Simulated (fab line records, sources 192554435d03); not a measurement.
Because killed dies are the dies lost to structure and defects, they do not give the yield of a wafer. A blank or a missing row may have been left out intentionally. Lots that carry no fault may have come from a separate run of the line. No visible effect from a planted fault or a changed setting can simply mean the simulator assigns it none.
Chamber matching | flow n5-finfet | pecvd-04 running N5_BEOL_M0_DEP_125: 3 sister chambers
The step deposits SiCN from 3MS/NH3, target thk 8 nm, time 14 s. 6 wafers are shown with their chamber, then 11 later ones without.

== WAFERS, EACH WITH ITS CHAMBER ==
wafer  | chamber | throttle-valve-pct (%) | showerhead-plenum-p-Torr (Torr)
L089.2 | 1       | 9.6                    | 3.650
L089.5 | 2       | 8.3                    | 3.671
L088.3 | 0       | 8.5                    | 3.671
L088.5 | 0       | 8.2                    | 3.670
L088.6 | 2       | 8.4                    | 3.685
L090.1 | 1       | 9.7                    | 3.649

== WAFERS WITH NO CHAMBER GIVEN ==
wafer  | throttle-valve-pct (%) | showerhead-plenum-p-Torr (Torr)
L090.3 | 8.7                    | 3.674
L090.6 | 8.6                    | 3.665
L091.1 | 8.6                    | 3.684
L091.4 | 8.5                    | 3.665
L091.6 | 8.4                    | 3.680
L093.1 | 8.5                    | 3.661
L093.3 | 8.7                    | 3.666
L093.5 | 8.4                    | 3.691
L096.3 | 8.4                    | 3.667
L096.4 | 8.8                    | 3.686
L096.5 | 9.7                    | 3.660

== EACH ONE'S CHAMBER ==
wafer  | from the rows above     | in truth
L090.3 | can't be placed: 0 or 2 | 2
L090.6 | can't be placed: 0 or 2 | 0
L091.1 | can't be placed: 2 or 0 | 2
L091.4 | can't be placed: 0 or 2 | 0
L091.6 | can't be placed: 2 or 0 | 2
L093.1 | can't be placed: 0 or 2 | 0
L093.3 | can't be placed: 0 or 2 | 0
L093.5 | can't be placed: 2 or 0 | 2
L096.3 | can't be placed: 0 or 2 | 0
L096.4 | can't be placed: 2 or 0 | 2
L096.5 | 1                       | 1
Placed correctly: 1 of 11. Can't be placed from these rows: 10 (the true chamber is among the candidates in 10). Wrongly placed: 0.
How it was worked out, from the rows above alone: a wafer's distance from a chamber is the root of the sum, over the readings, of the square of ((its reading less the chamber's mean) divided by the reading's scatter). The wafer belongs to the nearest chamber; if the next one is less than 2 further off, it can't be placed. Each chamber's mean is taken over the wafers shown for it. The scatter is the square root of a quotient: the sum, over the shown wafers, of each reading's squared deviation from its chamber's mean, divided by wafers minus chambers.
